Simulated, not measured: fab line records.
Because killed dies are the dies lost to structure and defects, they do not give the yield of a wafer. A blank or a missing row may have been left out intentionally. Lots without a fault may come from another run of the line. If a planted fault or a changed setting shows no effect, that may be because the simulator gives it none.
fab line records	flow n5_finfet	part 2 of 2: steps 5 to 6 of 6
record lots=23	wafers=69	last_day=17
route steps=1938 shown BEOL_M13@1671 BEOL_M14@1731
lots that met no fault: from a run of the same line without faults
start_h: hours from the record's first day to the start of the lot's first wafer shown	wait_h: time in hours since the lot's previous step	" same as the row above	L1.1+2: several wafers, shown together as one row	- no value present, or no start provided	* or withheld: withheld	< > ~ a bound
route shown NAME@n: NAME is a module with steps in the file, n the number in the route of the first one	usual: average and standard deviation across the fault-free wafers	same: alike in all rows	chamber/n: place in a boat	sites: each site's reading	_std_site: standard deviation of those values	_edge_site: the outer-site mean with the inner-site mean subtracted	radius_mm: for every site, how far away it sits from the centre of the wafer	mask NAME#n: copy n	behind: tool/chamber where the wafer was last shaped	hold: cause of the lot's hold/its duration in hours/its outcome	device: which transistor (n, p or np) failed to switch	end of line: tests run on the same wafers once the route is complete	step lacking rows: just its recipe	killed: at the first sort, the dies lost to defects and structure; wafer yield is something else	map: per-die view of a wafer (x killed, . not killed, _ where there is no die)
set.NAME: the setting the step ran with; set.NAME@STEP: the setting that earlier step ran with	model.NAME: the simulator's own value behind a step, which no gauge read
a sample of lots followed through the steps of the route, with each step as a table and each wafer as a row
services: the hour from which a tool's chamber was out of use, counted from the record's first day as start_h (under 0 if before that day), plus the number of hours and why
## steps
# step N5_BEOL_M13_DEGAS_41
# recipe ambient=vacuum	temp_c=250	time_s=60
# usual heater_power_w=341/33
lot.wafer	tool	chamber	start_h	wait_h	heater_power_w
L074.1	pvd_sputter-02	-	254.90	0.6	410
L074.4	"	-	"	"	366
L074.5	"	-	"	"	393
L075.1	pvd_sputter-02	-	256.46	0.5	315
L075.4	"	-	"	"	334
L075.6	"	-	"	"	337
L076.1	pvd_sputter-01	-	257.70	0.7	293
L076.5	"	-	"	"	331
L076.6	"	-	"	"	274
L077.2	pvd_sputter-03	-	258.20	0.4	357
L077.5	"	-	"	"	342
L077.6	"	-	"	"	366
L078.1	pvd_sputter-02	-	261.02	0.3	362
L078.3	"	-	"	"	320
L078.6	"	-	"	"	333
L079.1	pvd_sputter-02	-	266.88	0.3	337
L079.2	"	-	"	"	367
L079.4	"	-	"	"	399
L080.3	pvd_sputter-02	-	282.36	0.5	413
L080.4	"	-	"	"	332
L080.5	"	-	"	"	366
L083.1	pvd_sputter-02	-	290.27	2.1	319
L083.2	"	-	"	"	365
L083.3	"	-	"	"	338
L082.2	pvd_sputter-01	-	292.31	0.6	300
L082.3	"	-	"	"	280
L082.6	"	-	"	"	346
L081.2	pvd_sputter-02	-	292.39	0.4	325
L081.5	"	-	"	"	350
L081.6	"	-	"	"	330
L086.1	pvd_sputter-03	-	306.27	0.3	364
L086.2	"	-	"	"	342
L086.6	"	-	"	"	356
L084.1	pvd_sputter-01	-	310.66	0.4	391
L084.5	"	-	"	"	287
L084.6	"	-	"	"	342
L085.3	pvd_sputter-03	-	318.25	0.4	361
L085.5	"	-	"	"	337
L085.6	"	-	"	"	360
L087.1	pvd_sputter-03	-	324.49	0.2	300
L087.3	"	-	"	"	335
L087.4	"	-	"	"	303
L088.2	pvd_sputter-02	-	324.66	0.2	314
L088.3	"	-	"	"	362
L088.5	"	-	"	"	335
L089.2	pvd_sputter-02	-	348.35	0.4	345
L089.4	"	-	"	"	404
L089.6	"	-	"	"	362
L090.2	pvd_sputter-01	-	350.69	0.3	341
L090.3	"	-	"	"	278
L090.5	"	-	"	"	287
L092.1	pvd_sputter-03	-	354.45	0.2	343
L092.2	"	-	"	"	366
L092.5	"	-	"	"	361
L091.2	pvd_sputter-03	-	355.05	0.6	300
L091.4	"	-	"	"	353
L091.6	"	-	"	"	299
L093.1	pvd_sputter-01	-	370.43	0.2	304
L093.3	"	-	"	"	389
L093.5	"	-	"	"	386
L095.2	pvd_sputter-01	-	380.13	0.4	289
L095.3	"	-	"	"	374
L095.4	"	-	"	"	291
L097.1	pvd_sputter-03	-	382.13	1.1	305
L097.2	"	-	"	"	343
L097.4	"	-	"	"	355
L096.2	pvd_sputter-03	-	388.93	0.3	337
L096.4	"	-	"	"	358
L096.6	"	-	"	"	353
# step N5_BEOL_M14_VIA_ETCH_16
# recipe chemistry=C4F8/O2/Ar	target=SiO2	he_inner_torr=15	he_outer_torr=30	target_depth_a=12313	time_s=withheld	ion_energy_ev=800	pressure_mtorr=20	source_w=1905	bias_w=2040	Ar_flow_sccm=400	C4F8_flow_sccm=16	O2_flow_sccm=12	ends=cleared
# usual O2_flow_sccm=12.00/0.036	drypump_motor_current_A=6.0/0.4	oes_o_777_au=0.79/0.075	oes_product_au=0.72/0.071	rf_vpp_V=2236/17	showerhead_plenum_p_Torr=3.44/0.11	throttle_valve_pct=30.9/0.32
lot.wafer	tool	chamber	start_h	wait_h	O2_flow_sccm	drypump_motor_current_A	oes_o_777_au	oes_product_au	rf_vpp_V	showerhead_plenum_p_Torr	throttle_valve_pct
L074.1	rie_diel-03	0	256.87	0.0	12.05	6.1	0.85	0.77	2228	3.35	30.6
L074.4	"	3	"	"	12.01	5.2	0.94	0.85	2221	3.52	30.9
L074.5	"	0	"	"	12.04	6.1	0.85	0.77	2229	3.35	30.6
L075.1	rie_diel-01	1	258.56	0.0	11.97	6.0	0.80	0.73	2247	3.46	31.0
L075.4	"	3	"	"	11.95	6.4	0.91	0.82	2268	3.63	30.6
L075.6	"	0	"	"	12.03	5.7	0.72	0.65	2228	3.42	30.6
L076.1	rie_diel-01	3	259.88	0.0	12.04	6.4	0.91	0.82	2267	3.63	30.6
L076.5	"	1	"	"	12.03	6.0	0.80	0.73	2248	3.46	31.0
L076.6	"	2	"	"	11.99	6.5	0.75	0.66	2237	3.43	31.4
L077.2	rie_diel-01	3	260.23	0.0	12.05	6.4	0.91	0.81	2269	3.63	30.6
L077.5	"	1	"	"	11.99	6.0	0.79	0.73	2248	3.46	31.1
L077.6	"	2	"	"	12.02	6.4	0.75	0.66	2238	3.43	31.4
L078.1	rie_diel-04	1	263.20	0.0	12.04	5.6	0.93	0.85	2228	3.51	30.7
L078.3	"	0	"	"	11.96	5.7	0.79	0.70	2214	3.31	31.2
L078.6	"	0	"	"	12.02	5.7	0.79	0.69	2215	3.31	31.2
L079.1	rie_diel-01	3	269.59	0.0	12.05	6.4	0.90	0.82	2267	3.62	30.6
L079.2	"	1	"	"	12.02	6.0	0.80	0.73	2249	3.46	31.1
L079.4	"	0	"	"	11.94	5.7	0.71	0.65	2226	3.42	30.6
L080.3	rie_diel-01	1	284.46	0.0	12.04	6.0	0.78	0.72	2248	3.46	31.1
L080.4	"	2	"	"	11.98	6.5	0.74	0.66	2237	3.42	31.4
L080.5	"	3	"	"	11.97	6.4	0.89	0.81	2265	3.62	30.6
L083.1	rie_diel-01	3	293.52	0.0	11.95	6.4	0.89	0.81	2266	3.62	30.6
L083.2	"	0	"	"	12.03	5.7	0.71	0.65	2225	3.42	30.6
L083.3	"	2	"	"	12.00	6.5	0.74	0.66	2238	3.42	31.4
L082.2	rie_diel-01	3	294.37	0.0	12.03	6.4	0.88	0.81	2266	3.62	30.6
L082.3	"	1	"	"	12.00	6.0	0.78	0.72	2248	3.46	31.1
L082.6	"	3	"	"	12.00	6.4	0.90	0.81	2265	3.62	30.6
L081.2	rie_diel-04	2	294.40	0.0	11.95	5.0	0.68	0.61	2213	3.27	30.6
L081.5	"	3	"	"	12.00	6.3	0.75	0.67	2239	3.31	30.5
L081.6	"	0	"	"	11.93	5.7	0.78	0.69	2214	3.31	31.3
L086.1	rie_diel-01	0	308.90	0.0	12.04	5.6	0.70	0.64	2226	3.42	30.6
L086.2	"	2	"	"	12.02	6.5	0.73	0.65	2236	3.42	31.4
L086.6	"	2	"	"	11.97	6.4	0.73	0.65	2237	3.42	31.4
L084.1	rie_diel-04	1	312.73	0.0	11.97	5.6	0.90	0.82	2225	3.51	30.7
L084.5	"	0	"	"	12.12	5.7	0.77	0.69	2215	3.30	31.3
L084.6	"	3	"	"	12.00	6.3	0.74	0.67	2238	3.30	30.5
L085.3	rie_diel-03	0	325.21	0.0	11.98	6.1	0.82	0.74	2228	3.34	30.6
L085.5	"	3	"	"	12.00	5.2	0.87	0.80	2219	3.51	30.9
L085.6	"	0	"	"	11.96	6.1	0.83	0.74	2227	3.34	30.6
L087.1	rie_diel-04	0	326.47	0.0	12.00	5.7	0.77	0.69	2214	3.30	31.2
L087.3	"	1	"	"	12.02	5.6	0.90	0.81	2226	3.50	30.7
L087.4	"	1	"	"	12.00	5.6	0.90	0.81	2225	3.50	30.7
L088.2	rie_diel-04	1	327.54	0.0	12.02	5.6	0.91	0.81	2226	3.50	30.7
L088.3	"	3	"	"	12.03	6.2	0.73	0.66	2240	3.30	30.5
L088.5	"	1	"	"	12.01	5.6	0.89	0.81	2225	3.50	30.7
L089.2	rie_diel-01	0	350.63	0.0	12.00	5.7	0.70	0.63	2225	3.41	30.6
L089.4	"	3	"	"	12.06	6.4	0.85	0.78	2266	3.61	30.6
L089.6	"	3	"	"	12.02	6.4	0.87	0.78	2265	3.61	30.6
L090.2	rie_diel-03	3	352.79	0.0	12.03	5.2	0.85	0.77	2219	3.50	30.9
L090.3	"	2	"	"	11.95	6.0	0.71	0.65	2251	3.43	30.7
L090.5	"	3	"	"	12.01	5.2	0.85	0.78	2219	3.50	30.9
L092.1	rie_diel-01	3	356.42	0.0	11.98	6.4	0.86	0.78	2265	3.61	30.6
L092.2	"	0	"	"	12.06	5.7	0.70	0.63	2225	3.41	30.6
L092.5	"	2	"	"	12.00	6.4	0.72	0.64	2236	3.41	31.4
L091.2	rie_diel-01	3	357.16	0.0	11.95	6.4	0.86	0.77	2265	3.61	30.7
L091.4	"	0	"	"	11.99	5.7	0.70	0.64	2225	3.41	30.6
L091.6	"	0	"	"	12.02	5.7	0.69	0.63	2225	3.41	30.6
L093.1	rie_diel-01	2	372.67	0.0	12.00	6.4	0.72	0.63	2235	3.41	31.5
L093.3	"	3	"	"	12.01	6.4	0.85	0.77	2264	3.61	30.6
L093.5	"	3	"	"	12.02	6.4	0.85	0.77	2265	3.61	30.6
L095.2	rie_diel-04	3	382.38	0.0	12.06	6.2	0.72	0.65	2238	3.29	30.5
L095.3	"	0	"	"	11.98	5.7	0.75	0.67	2212	3.29	31.3
L095.4	"	2	"	"	12.05	4.9	0.92	0.84	2225	3.66	30.3
L097.1	rie_diel-04	3	384.10	0.0	11.97	6.2	0.72	0.66	2236	3.29	30.5
L097.2	"	1	"	"	11.98	5.7	0.87	0.79	2226	3.49	30.8
L097.4	"	0	"	"	12.01	5.7	0.75	0.67	2213	3.29	31.3
L096.2	rie_diel-01	3	390.98	0.0	11.96	6.4	0.84	0.76	2265	3.60	30.7
L096.4	"	1	"	"	11.98	6.0	0.76	0.69	2244	3.44	31.1
L096.6	"	3	"	"	11.99	6.4	0.84	0.76	2265	3.60	30.7
## services
tool	chamber	start_h	hours	kind
rie_diel-06	2	212.43	-	clean
rie_diel-06	2	212.43	-	consumable_replace:focus_ring
rie_diel-06	2	212.43	23.1	scheduled_down
rie_diel-01	3	218.62	7.3	repair
rie_diel-04	0	264.37	1.6	repair
rie_diel-02	3	265.75	4.8	repair
rie_diel-01	0	279.48	7.2	repair
rie_diel-03	-	290.80	2.8	pm
rie_diel-05	2	290.86	-	clean
rie_diel-05	2	290.86	-	consumable_replace:focus_ring
rie_diel-05	2	290.86	36.0	scheduled_down
rie_diel-05	2	290.86	36.0	vent_cycle
rie_diel-04	1	291.19	8.4	repair
rie_diel-06	0	294.17	6.8	repair
pvd_sputter-02	-	306.31	3.3	repair
rie_diel-02	2	312.93	29.5	repair
rie_diel-01	0	329.19	6.6	repair
rie_diel-06	1	360.25	11.1	repair
rie_diel-04	0	362.19	1.7	repair
rie_diel-02	1	365.44	-	clean
rie_diel-02	1	365.44	-	consumable_replace:focus_ring
rie_diel-02	1	365.44	13.9	scheduled_down
rie_diel-02	1	365.44	13.9	vent_cycle
pvd_sputter-01	-	371.82	3.9	repair
